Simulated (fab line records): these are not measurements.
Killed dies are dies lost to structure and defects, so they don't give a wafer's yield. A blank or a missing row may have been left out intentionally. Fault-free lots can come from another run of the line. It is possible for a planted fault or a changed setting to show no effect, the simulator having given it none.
Comparing a struck lot with a sound one    flow n5Finfet    15 out of 1938 route steps
Sound: the wafers L334.1, L334.4, L334.6. Wafers L325.1, L325.2 were the ones struck. Last of all comes the cause.
For every step that has rows: the tool of each side, followed by ch and its chambers, followed by its first start. Under that, the readings that differ: sound wafers    struck wafers    difference of the means    sigmas: that difference in standard deviations of wafers without a fault.
alike: a reading whose means differ by less than 2 such deviations, as well as words and numbers matching on both sides. not compared: withheld readings; readings where some wafer has no value; bounds like >300 that might hide an equal value; numbers whose values overlap and for which the record gives no deviation.
The two part at a step that has a row with sigmas, a row that says differs or no value, or rows on one side only. When numbers do not overlap yet have no deviation, they are printed without sigmas and do not part them. A reading that every wafer of one side lacks parts them only if that side has two wafers or more.

first, 8 steps without rows for these wafers: N5_BEOL_M14_COAT_66 (time 60 s, resist thk 110 nm); N5_BEOL_M14_COAT_22 (resist thk 300 nm); N5_BEOL_M14_EBR_24; N5_BEOL_M14_SOFTBAKE_23 (time 60 s); N5_BEOL_M14_EXPOSE_25 (exposes mask M14, target cd 280 nm); N5_BEOL_M14_PEB_26 (peb time 90 s); N5_BEOL_M14_DEVELOP_27 (develop time 45 s); N5_BEOL_M14_HARDBAKE_32 (time 120 s).
N5_BEOL_M14_CD_MEAS_28 targets a cd of 284.4 nm.
  sound on cdSem-02 ch 0, day 16 04:58; struck on cdSem-02 ch 0, day 14 08:02
  alike: cdNm
N5_BEOL_M14_OVL_MEAS_29:
  sound on overlay-01 ch 0, day 16 05:01; struck on overlay-02 ch 0, day 14 08:04
  alike: M14_OVL
N5_BEOL_M14_INSPECT_30: inspects for defects (macro).
  sound on defectInspect-01 at day 16 05:02; struck on defectInspect-02 at day 14 08:05
  alike: rawDefectCount
N5_BEOL_M14_DESCUM_33: chemistry O2, time 7.9 s.
  sound on rieDiel-05 ch 0,2,3, day 16 05:04; struck on rieDiel-06 ch 0,3, day 14 08:10
  alike: drypumpMotorCurrentA, o2FlowSccm, oesProductAu, rfVppV, showerheadPlenumPTorr, tempC, throttleValvePct
  not compared: rfHoursCounterH
N5_BEOL_M14_ETCH_67: etches SiARC in CF4, target depth 143 nm, time 238.3 s.
  sound on rieDiel-05 ch 0,2,3, day 16 05:06; struck on rieDiel-06 ch 0,3, day 14 08:11
reading              sound           struck     difference  sigmas
etchRfOnTimeS (s)    240 236 237     153 157    -83         -25
oesProductAu (a.u.)  0.69 0.81 0.73  0.82 0.98  +0.16       +2
  alike: cf4FlowSccm, drypumpMotorCurrentA, rfVppV, showerheadPlenumPTorr, throttleValvePct
  not compared: rfHoursCounterH
N5_BEOL_M14_ETCH_68: etches SOC in N2/H2, time 450 s.
  sound on rieDiel-05 ch 0,2,3, day 16 05:14; struck on rieDiel-06 ch 0,3, day 14 08:20
  alike: drypumpMotorCurrentA, oesProductAu, rfVppV, showerheadPlenumPTorr, tempC, throttleValvePct
  not compared: rfHoursCounterH
N5_PASSIVATION_PROBE_49:
  only the struck wafers here have rows in the record (prober-01, day 15 16:37); the sound ones have none

## WHERE THEY PART
At N5_BEOL_M14_ETCH_67 first; at N5_PASSIVATION_PROBE_49 last (within this record only).

WHY: whatever the simulator had introduced
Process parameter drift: rieDiel-06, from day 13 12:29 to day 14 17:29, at N5_BEOL_M14_ETCH_67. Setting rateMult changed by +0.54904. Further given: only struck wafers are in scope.
